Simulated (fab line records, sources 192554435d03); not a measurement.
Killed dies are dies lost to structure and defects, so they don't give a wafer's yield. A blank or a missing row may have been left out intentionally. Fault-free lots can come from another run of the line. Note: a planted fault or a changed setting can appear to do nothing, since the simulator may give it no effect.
Matching of chambers ; flow n5-finfet ; cvd-co-01 running N5_MOL_CONTACT_COAG_CO_FILL_22: 3 sister chambers
The step material Co, precursor CCTBA/H2, target thk 20 nm. 30 wafers are shown with their chamber, then 12 later ones without.

WAFERS WITH THEIR CHAMBER
wafer;chamber;heater-power-w (W)
L074.3;0;262
L074.4;1;214
L074.6;2;260
L075.1;0;253
L075.2;2;259
L075.4;2;258
L076.2;1;220
L076.3;0;258
L076.4;2;265
L077.2;2;252
L077.5;1;213
L077.6;0;256
L079.3;0;258
L079.4;1;213
L079.6;2;256
L081.2;1;222
L081.3;0;256
L081.5;1;213
L082.3;0;254
L082.4;2;262
L082.6;0;253
L083.4;1;215
L083.5;0;254
L083.6;2;255
L086.1;0;260
L086.2;2;261
L086.3;1;221
L086.4;0;261
L086.5;2;256
L086.6;1;216

SIGNATURES (averages over the wafers above)
reading;chamber 0;chamber 1;chamber 2;scatter within a chamber
heater-power-w;256.82;216.33;258.40;3.56
Rule: a wafer's distance from a chamber is the root of the sum, over the readings, of the square of ((its reading less the chamber's mean) divided by the reading's scatter). The wafer belongs to the nearest chamber; if the next one is less than 2 further off, it can't be placed. The scatter: the root of (the sum of the squares of (reading less its chamber's mean) over the shown wafers, divided by (wafers less chambers)).

WAFERS WITH NO CHAMBER GIVEN
wafer;heater-power-w (W)
L090.1;257
L090.3;258
L090.5;260
L093.1;264
L093.5;221
L093.6;259
L096.4;218
L096.5;264
L096.6;257
L097.2;209
L097.4;218
L097.5;258

CHAMBER TAKEN BY EACH
wafer;from the rows above;in truth
L090.1;can't be placed: 0 or 2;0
L090.3;can't be placed: 2 or 0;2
L090.5;can't be placed: 2 or 0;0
L093.1;can't be placed: 2 or 0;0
L093.5;1;1
L093.6;can't be placed: 2 or 0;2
L096.4;1;1
L096.5;can't be placed: 2 or 0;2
L096.6;can't be placed: 0 or 2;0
L097.2;1;1
L097.4;1;1
L097.5;can't be placed: 2 or 0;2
Placed correctly: 4 of 12. These rows do not allow placing 8 (true chamber among the candidates in 8). Placed wrongly: 0.
